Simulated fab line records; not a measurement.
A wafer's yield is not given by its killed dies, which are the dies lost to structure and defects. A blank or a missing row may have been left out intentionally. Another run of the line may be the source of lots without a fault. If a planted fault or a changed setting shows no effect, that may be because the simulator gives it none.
Which tool did it?	flow n5-finfet	24 lots, 72 wafers sampled, at 5 steps of a route of 1938

## WHAT EACH GAUGE READ, for each wafer
N5_BEOL_M8_CD_MEAS_28 targets a cd of 40 nm.
lot	measured	on	cd-nm (nm)
L075	day 12 02:02	cd-sem-01	39.59 39.75 39.91
L074	day 12 06:07	cd-sem-03	39.84 40.42 40.49
L076	day 12 18:27	cd-sem-01	40.31 40.37 40.08
L077	day 13 03:10	cd-sem-03	39.78 39.95 39.78
L080	day 13 10:43	cd-sem-02	39.94 40.03 39.68
L081	day 13 14:50	cd-sem-02	39.76 39.81 39.70
L079	day 13 22:43	cd-sem-01	40.15 39.94 39.93
L078	day 14 01:47	cd-sem-03	39.96 40.16 40.01
L082	day 14 04:13	cd-sem-02	39.84 39.90 39.70
L083	day 14 09:55	cd-sem-01	39.96 40.01 39.92
L085	day 14 18:42	cd-sem-02	39.88 39.45 39.92
L086	day 14 22:49	cd-sem-01	39.72 40.10 40.53
L084	day 15 09:31	cd-sem-02	40.25 39.58 40.05
L088	day 15 16:07	cd-sem-03	39.74 39.97 40.13
L089	day 15 16:37	cd-sem-01	39.95 40.35 39.71
L087	day 15 20:21	cd-sem-02	39.89 39.58 39.73
L091	day 15 22:26	cd-sem-02	40.00 39.71 40.44
L090	day 16 20:14	cd-sem-03	39.82 39.64 39.51
L093	day 17 05:38	cd-sem-03	39.99 39.86 39.59
L094	day 17 05:40	cd-sem-02	40.00 40.06 39.67
L092	day 17 14:10	cd-sem-03	40.01 40.07 39.57
L097	day 17 23:14	cd-sem-02	39.91 39.91 40.80
L096	day 17 23:25	cd-sem-03	40.14 40.16 40.26
L095	day 19 06:26	cd-sem-02	40.25 39.76 40.29

N5_BEOL_M9_THK_MEAS_01.
lot	measured	on	M9_ILD_THK (nm)
L075	day 12 07:04	film-metro-01	267 268 273
L074	day 12 09:56	film-metro-02	266 272 277
L076	day 13 00:17	film-metro-01	265 274 274
L077	day 13 06:46	film-metro-02	262 266 264
L080	day 13 16:17	film-metro-01	263 262 270
L081	day 13 19:13	film-metro-02	272 262 268
L079	day 14 04:29	film-metro-02	261 266 262
L078	day 14 06:36	film-metro-02	261 268 270
L082	day 14 08:06	film-metro-02	273 273 276
L083	day 14 13:29	film-metro-02	259 262 271
L085	day 14 22:13	film-metro-02	265 273 263
L086	day 15 06:19	film-metro-02	261 264 262
L084	day 15 13:30	film-metro-02	264 269 269
L088	day 15 20:18	film-metro-01	267 274 274
L089	day 15 22:10	film-metro-01	266 271 269
L087	day 16 00:44	film-metro-02	267 272 269
L091	day 16 05:07	film-metro-02	264 264 270
L090	day 17 03:08	film-metro-02	266 268 271
L093	day 17 09:23	film-metro-01	267 278 274
L094	day 17 09:59	film-metro-01	262 265 267
L092	day 17 17:24	film-metro-02	262 268 269
L097	day 18 03:56	film-metro-01	265 267 269
L096	day 18 03:44	film-metro-01	267 268 268
L095	day 19 09:52	film-metro-01	262 264 267

N5_BEOL_M9_CD_MEAS_18: pitch 140 nm, target cd 70 nm.
lot	measured	on	cd-nm (nm)
L075	day 12 08:38	cd-sem-02	70.3 70.4 71.3
L074	day 12 13:14	cd-sem-01	68.6 68.3 69.8
L076	day 13 01:38	cd-sem-02	71.5 70.6 70.1
L077	day 13 09:15	cd-sem-03	70.4 70.8 70.4
L080	day 13 18:35	cd-sem-01	70.9 70.9 70.4
L081	day 13 21:10	cd-sem-01	69.4 70.8 70.2
L079	day 14 06:23	cd-sem-01	71.5 70.7 71.6
L078	day 14 11:20	cd-sem-01	69.7 70.3 69.5
L082	day 14 11:52	cd-sem-02	69.8 68.5 70.0
L083	day 14 15:12	cd-sem-02	70.8 70.7 70.6
L085	day 15 00:35	cd-sem-02	70.2 70.6 71.0
L086	day 15 08:07	cd-sem-01	70.9 70.3 70.8
L084	day 15 15:11	cd-sem-02	69.7 70.5 69.9
L088	day 15 22:15	cd-sem-01	69.7 70.4 71.0
L089	day 15 23:34	cd-sem-01	70.0 69.3 69.2
L087	day 16 04:19	cd-sem-02	69.7 69.8 69.9
L091	day 16 07:13	cd-sem-02	69.7 70.3 71.1
L090	day 17 05:22	cd-sem-01	70.5 69.5 70.6
L093	day 17 12:17	cd-sem-01	71.6 70.9 70.8
L094	day 17 12:40	cd-sem-03	70.1 70.9 70.9
L092	day 17 19:05	cd-sem-01	71.3 72.4 70.8
L097	day 18 07:05	cd-sem-01	71.0 71.3 69.7
L096	day 18 06:35	cd-sem-02	70.5 70.8 71.9
L095	day 19 12:58	cd-sem-03	71.3 70.2 70.7

## WHAT TOOL EACH LOT RAN ON (gives the tool, then ch and the chambers of the sampled wafers, and finally the start)
lot	N5_BEOL_M8_STRIP_80	N5_BEOL_M8_SURFACE_TREAT_79
L075	rie-diel-05 ch 0,2, day 12 03:51 or earlier	pvd-sputter-01, day 12 03:51
L074	rie-diel-05 ch 1,2, day 12 07:46 or earlier	pvd-sputter-03, day 12 07:46
L076	rie-diel-05 ch 0,1,3, day 12 22:19 or earlier	pvd-sputter-02, day 12 22:19
L077	rie-diel-05 ch 0,1,3, day 13 04:44 or earlier	pvd-sputter-02, day 13 04:44
L080	rie-diel-04 ch 2,3, day 13 12:48 or earlier	pvd-sputter-01, day 13 12:48
L081	rie-diel-04 ch 0,3, day 13 16:40 or earlier	pvd-sputter-03, day 13 16:40
L079	rie-diel-01 ch 1,2,3, day 14 00:42 or earlier	pvd-sputter-02, day 14 00:42
L078	rie-diel-01 ch 2,3, day 14 04:47 or earlier	pvd-sputter-03, day 14 04:47
L082	rie-diel-05 ch 0,1,2, day 14 05:54 or earlier	pvd-sputter-02, day 14 05:54
L083	rie-diel-05 ch 1,2,3, day 14 11:32 or earlier	pvd-sputter-02, day 14 11:32
L085	rie-diel-01 ch 0,1,2, day 14 20:23 or earlier	pvd-sputter-01, day 14 20:23
L086	rie-diel-04 ch 1,2, day 15 01:46 or earlier	pvd-sputter-03, day 15 01:46
L084	rie-diel-04 ch 0,2, day 15 11:11 or earlier	pvd-sputter-03, day 15 11:11
L088	rie-diel-04 ch 0,3, day 15 17:54 or earlier	pvd-sputter-03, day 15 17:54
L089	rie-diel-04 ch 0,3, day 15 18:31 or earlier	pvd-sputter-02, day 15 18:31
L087	rie-diel-01 ch 2,3, day 15 22:16 or earlier	pvd-sputter-01, day 15 22:16
L091	rie-diel-05 ch 0,1,2, day 16 01:51 or earlier	pvd-sputter-01, day 16 01:51
L090	rie-diel-05 ch 0,1, day 16 22:25 or earlier	pvd-sputter-02, day 16 22:25
L093	rie-diel-01 ch 0,1, day 17 07:20 or earlier	pvd-sputter-01, day 17 07:20
L094	rie-diel-04 ch 0,1,3, day 17 07:40 or earlier	pvd-sputter-03, day 17 07:40
L092	rie-diel-04 ch 2,3, day 17 15:37 or earlier	pvd-sputter-02, day 17 15:37
L097	rie-diel-01 ch 0,1,3, day 18 01:40 or earlier	pvd-sputter-03, day 18 01:40
L096	rie-diel-05 ch 1,2,3, day 18 01:42 or earlier	pvd-sputter-01, day 18 01:42
L095	rie-diel-01 ch 2,3, day 19 08:01 or earlier	pvd-sputter-03, day 19 08:01
- N5_BEOL_M8_STRIP_80: strips in N2/H2, time 10 s.
- N5_BEOL_M8_SURFACE_TREAT_79

## WHAT THE TOOLS THEMSELVES READ (means of the sampled wafers that have a number; where no wafer has one, the mark that the record gives instead)
N5_BEOL_M8_STRIP_80.
lot	tool	drypump-motor-current-A (A)	h2-flow-sccm (sccm)	oes-product-au (a.u.)	rf-vpp-V (V)	showerhead-plenum-p-Torr (Torr)	throttle-valve-pct (%)
L075	rie-diel-05	5.3	199.9	0.77	59.0	2.53	23.3
L074	rie-diel-05	5.7	200.0	0.78	58.8	2.50	23.2
L076	rie-diel-05	5.6	199.7	0.83	59.7	2.49	23.4
L077	rie-diel-05	5.7	199.9	0.82	59.1	2.49	23.4
L080	rie-diel-04	6.0	199.9	0.70	59.4	2.57	23.3
L081	rie-diel-04	6.0	199.9	0.85	59.4	2.50	23.0
L079	rie-diel-01	5.3	199.6	0.79	58.1	2.61	23.4
L078	rie-diel-01	5.5	200.4	0.82	59.7	2.54	23.1
L082	rie-diel-05	5.7	200.5	0.77	59.5	2.50	23.3
L083	rie-diel-05	5.7	200.5	0.79	58.4	2.48	23.3
L085	rie-diel-01	5.3	199.6	0.75	59.3	2.62	23.6
L086	rie-diel-04	5.4	199.4	0.74	59.1	2.54	23.5
L084	rie-diel-04	5.5	200.1	0.83	59.3	2.48	23.0
L088	rie-diel-04	6.1	199.2	0.90	59.6	2.50	23.0
L089	rie-diel-04	6.0	199.7	0.90	58.0	2.50	22.9
L087	rie-diel-01	5.5	199.9	0.80	59.6	2.54	23.2
L091	rie-diel-05	5.7	200.0	0.75	59.2	2.50	23.3
L090	rie-diel-05	5.6	200.2	0.76	59.4	2.51	23.3
L093	rie-diel-01	5.2	200.3	0.77	59.2	2.60	23.8
L094	rie-diel-04	6.2	199.8	0.85	59.0	2.53	23.4
L092	rie-diel-04	6.0	199.6	0.82	59.5	2.56	23.3
L097	rie-diel-01	5.4	200.0	0.79	59.5	2.53	23.5
L096	rie-diel-05	5.7	200.3	0.77	58.9	2.47	23.3
L095	rie-diel-01	5.5	199.3	0.77	59.4	2.52	23.2

## THE ANSWER, worked out from the rows above alone
Rule: the usual values come from the lots themselves. Put in order of their means at a reading, lots are off if they are a third of the lots or fewer, leave a main group of 4 or more, and stand apart from it by a gap of 3 or more times the standard deviation of the main group's means; of several such gaps the widest counts. If all means in a main group match to the digits the tables above print for the reading, that group is not used. Also off: a lot with no number at a reading for which 4 or more lots have one. Where the step has rows for the other lots, those lots are counted as sound. The gauges are gone through in route order, then the tools' own readings, and for those a lot's mean is taken as printed above. At the first step where some lot is off, the reading lying furthest off is the one used; lots without a number count as furthest.
Nothing can be told from this: no lot is off at any reading shown.

## WHAT THE SIMULATOR HAD INSERTED
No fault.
